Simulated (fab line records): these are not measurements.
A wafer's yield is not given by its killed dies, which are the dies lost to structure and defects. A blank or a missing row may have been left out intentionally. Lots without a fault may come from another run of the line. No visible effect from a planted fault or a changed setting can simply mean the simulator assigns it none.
Chamber matching :: flow n5_finfet :: 4 sister chambers for N5_STI_FIN_REVEAL_ALD_14 on ald_sin-02
The step deposits Si3N4, target thk 3 nm. 14 wafers are shown with their chamber, then 7 later ones without.

## WAFERS WITH THEIR CHAMBER
wafer: L074.1
chamber: 0
heater_power_w (W): 816

wafer: L074.2
chamber: 3
heater_power_w (W): 767

wafer: L074.3
chamber: 1
heater_power_w (W): 775

wafer: L082.1
chamber: 1
heater_power_w (W): 779

wafer: L082.4
chamber: 0
heater_power_w (W): 810

wafer: L082.6
chamber: 1
heater_power_w (W): 794

wafer: L085.1
chamber: 3
heater_power_w (W): 771

wafer: L085.2
chamber: 0
heater_power_w (W): 797

wafer: L085.3
chamber: 2
heater_power_w (W): 914

wafer: L090.1
chamber: 0
heater_power_w (W): 780

wafer: L090.2
chamber: 2
heater_power_w (W): 927

wafer: L090.3
chamber: 1
heater_power_w (W): 776

wafer: L091.1
chamber: 2
heater_power_w (W): 914

wafer: L091.5
chamber: 2
heater_power_w (W): 915

SIGNATURES, as means of the wafers listed above
reading: heater_power_w
chamber 0: 800.75
chamber 1: 781.00
chamber 2: 917.50
chamber 3: 769.00
scatter within a chamber: 10.6
Rule: for each reading, subtract the chamber's mean from the wafer's reading, divide by that reading's scatter and square the result; add these up over the readings and take the root, which gives the wafer's distance from the chamber. The wafer belongs to the nearest chamber; if the next one is less than 2 further off, it can't be placed. The scatter is the square root of a quotient: the sum, over the shown wafers, of each reading's squared deviation from its chamber's mean, divided by wafers minus chambers.

## WAFERS WITH NO CHAMBER GIVEN
wafer: L091.6
heater_power_w (W): 744

wafer: L095.1
heater_power_w (W): 780

wafer: L095.4
heater_power_w (W): 935

wafer: L095.6
heater_power_w (W): 926

wafer: L097.2
heater_power_w (W): 759

wafer: L097.5
heater_power_w (W): 797

wafer: L097.6
heater_power_w (W): 794

## WHICH CHAMBER EACH ONE RAN IN
wafer: L091.6
from the rows above: can't be placed: 3 or 1
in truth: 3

wafer: L095.1
from the rows above: can't be placed: 1 or 3 or 0
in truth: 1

wafer: L095.4
from the rows above: 2
in truth: 2

wafer: L095.6
from the rows above: 2
in truth: 2

wafer: L097.2
from the rows above: can't be placed: 3 or 1
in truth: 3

wafer: L097.5
from the rows above: can't be placed: 0 or 1
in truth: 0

wafer: L097.6
from the rows above: can't be placed: 0 or 1 or 3
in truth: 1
2 of 7 placed correctly. Not placeable from these rows: 5 (in 5, the candidates include the true chamber). 0 placed wrongly.
